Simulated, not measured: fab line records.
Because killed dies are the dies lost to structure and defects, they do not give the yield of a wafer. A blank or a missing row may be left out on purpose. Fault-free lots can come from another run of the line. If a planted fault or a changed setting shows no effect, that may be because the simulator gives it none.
Problem report in the 8D (eight disciplines) form, filled by code	flow nandHarc	the parts of the form that need people (team, actions taken, sign-off) are left out

1. PROBLEM STATEMENT
A mean of 89.1 s is read at NHARC_A_CONTACT_ETCH_48 for runLengthS, taken on 1 wafer of 1 lot, against 86.4 s (standard deviation 0.6) on wafers free of any fault. Relative to the usual mean, that is a shift of +4.5 standard deviations.
The step: etches the open film in CF4, target depth 39 nm, time 65 s.
First observed at day 18 09:29: wafer L204.6, on rieDiel-02. At this step, 34 wafers from 13 lots have a number in the record. Rule for "out" (also "out of limits"): further than 4 standard deviations from the usual mean. The rest of the wafers with a number are treated as sound.

2. WHAT IT IS, WHAT IT ISN'T
question	is	is not
which readings at this step	runLengthS	chamberPressureMTorr, drypumpMotorCurrentA, oesProductAu, rfFwdPowerW, rfVppV, showerheadPlenumPTorr, throttleValvePct
which lots	L204	L197, L198, L200, L205, L206, L211, L215, L216, L217, L218, L219, L220
which wafers of those lots	all that have a number	-
read on which tools	rieDiel-02	rieDiel-01, rieDiel-12
when	from day 18 09:29	up to then (9 sound wafers); but 24 sound wafers of L205, L206, L211, L215, L216, L217, L218, L219, L220 came after

3. SUSPECTS, AND WHAT RULES EACH OUT
Counting: a tool stays on the suspect list if, at a process step up to the reading, it processed all lots that are out and no sound lot following the first of them.
- rieDiel-02 at NHARC_A_CONTACT_ETCH_48 (etches the open film in CF4, target depth 39 nm, time 65 s): ruled out as a lasting fault. The sound lots L206, L205, L216, L218 went through it after L204, its earliest lot that is out (day 18 09:29).
Left after counting: nothing in the record.

4. THE CAUSE (what the simulator had put in)
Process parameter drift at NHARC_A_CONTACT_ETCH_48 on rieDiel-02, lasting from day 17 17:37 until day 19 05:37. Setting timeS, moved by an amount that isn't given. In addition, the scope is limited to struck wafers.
Counting ruled it out, wrongly.

5. THE EFFECT CHAIN, in route order
One row per reading whose mean, taken over the struck wafers that have a number, lies over 3 standard deviations from the usual. Readings are gone through only where the record gives a usual standard deviation; hours: the median, over the lots, of the time from a lot's start at the first step in this table giving one to that lot's start at this step; sigmas: the change measured in usual standard deviations.
hours	step	reading	usual	on struck wafers	change	sigmas
0	NHARC_A_CONTACT_ETCH_48	runLengthS	86.4 s	89.1	+2.7	+4.5
It contains these process steps:
- NHARC_A_CONTACT_ETCH_48: etches the open film in CF4, target depth 39 nm, time 65 s.
Later steps that measure or inspect, where all struck wafers having a row at the step show a number for every such reading and not one has moved that far: NHARC_END_SORT_01.

6. WHAT WOULD HAVE CAUGHT IT SOONER
In this record the first reading out of limits was taken at day 18 09:29, 16 hours after the fault began at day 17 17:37.
